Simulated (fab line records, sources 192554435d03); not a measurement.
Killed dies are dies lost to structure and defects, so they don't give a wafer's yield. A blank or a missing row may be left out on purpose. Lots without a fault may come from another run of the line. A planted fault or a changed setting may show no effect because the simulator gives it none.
Problem report in the 8D (eight disciplines) form, filled by code | flow n5_finfet | the parts of the form that need people (team, actions taken, sign-off) are left out

1. THE PROBLEM
run_length_s at N5_SD_EPI_N_COAT_32 reads a mean of 61.23 s on 2 wafers of 2 lots; wafers without a fault read 66.12 s with a standard deviation of 0.2. That is -24 standard deviations from the usual mean.
The step: time 60 s, resist thk 350 nm.
First seen on wafer L250.1, day 4 12:00, on litho_track-01. The record holds 25 wafers of 9 lots with a number at this step. Rule for "out", or "out of limits": more than 4 standard deviations from the usual mean. The other wafers with a number count as sound.

2. WHAT IT IS AND WHAT IT IS NOT
question                    | is                                 | is not
which readings at this step | run_length_s, heater_power_total_W | exhaust_pa
which lots                  | L250, L251                         | L260, L262, L263, L264, L265, L266, L267
which wafers of those lots  | L250.1, L251.2                     | L250.6, L251.5
read on which tools         | litho_track-01                     | litho_track-02, litho_track-03
when                        | from day 4 12:00                   | up to then (1 sound wafer); but 22 sound wafers of L251, L260, L262, L263, L264, L265, L266, L267 came after

3. SUSPECTS, AND WHAT RULES EACH OUT
Counting: a tool at a process step up to the reading stays a suspect if it ran every lot that is out. Sound lots after the first of them don't rule it out here, since some wafers of a struck lot are sound.
- rie_diel-06 at N5_DUMMY_GATE_ETCH_42 (etches SiO2 in CHF3/O2, target depth 3.5 nm, time 31 s): kept. It ran every lot that is out, first L250 (day 4 11:08).
- litho_track-01 at N5_SD_EPI_N_COAT_32 (time 60 s, resist thk 350 nm): kept. It ran every lot that is out, first L250 (day 4 12:00). Its own readings are out on those wafers: heater_power_total_W, run_length_s.
Left after counting: rie_diel-06 at N5_DUMMY_GATE_ETCH_42, litho_track-01 at N5_SD_EPI_N_COAT_32.

4. THE CAUSE (what the simulator had put in)
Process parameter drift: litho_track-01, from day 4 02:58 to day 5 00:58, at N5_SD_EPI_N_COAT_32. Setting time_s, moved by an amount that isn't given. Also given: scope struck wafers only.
Counting left 2 suspects, and this tool is among them.

5. THE CHAIN OF EFFECTS, in route order
Each row: a reading whose mean over the struck wafers that have a number lies more than 3 standard deviations from the usual. Only readings for which the record gives a usual standard deviation are gone through. hours: the time from each lot's start at the first step in this table that gives one to its start at this step, as a median over the lots. sigmas: the change in usual standard deviations.
hours | step                | reading              | usual   | on struck wafers | change | sigmas
0     | N5_SD_EPI_N_COAT_32 | heater_power_total_W | 500.7 W | 527.3            | +26.6  | +16
0     | N5_SD_EPI_N_COAT_32 | run_length_s         | 66.12 s | 61.23            | -4.89  | -24
The process steps in it:
- N5_SD_EPI_N_COAT_32: time 60 s, resist thk 350 nm.
Later measuring or inspecting steps at which every struck wafer that the step has a row for has a number for every such reading, and none has moved that far: N5_BEOL_M4_RC_MEAS_101.

6. WHAT WOULD HAVE CAUGHT IT SOONER
In this record the first reading out of limits was taken at day 4 12:00, 9 hours after the fault began at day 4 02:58.
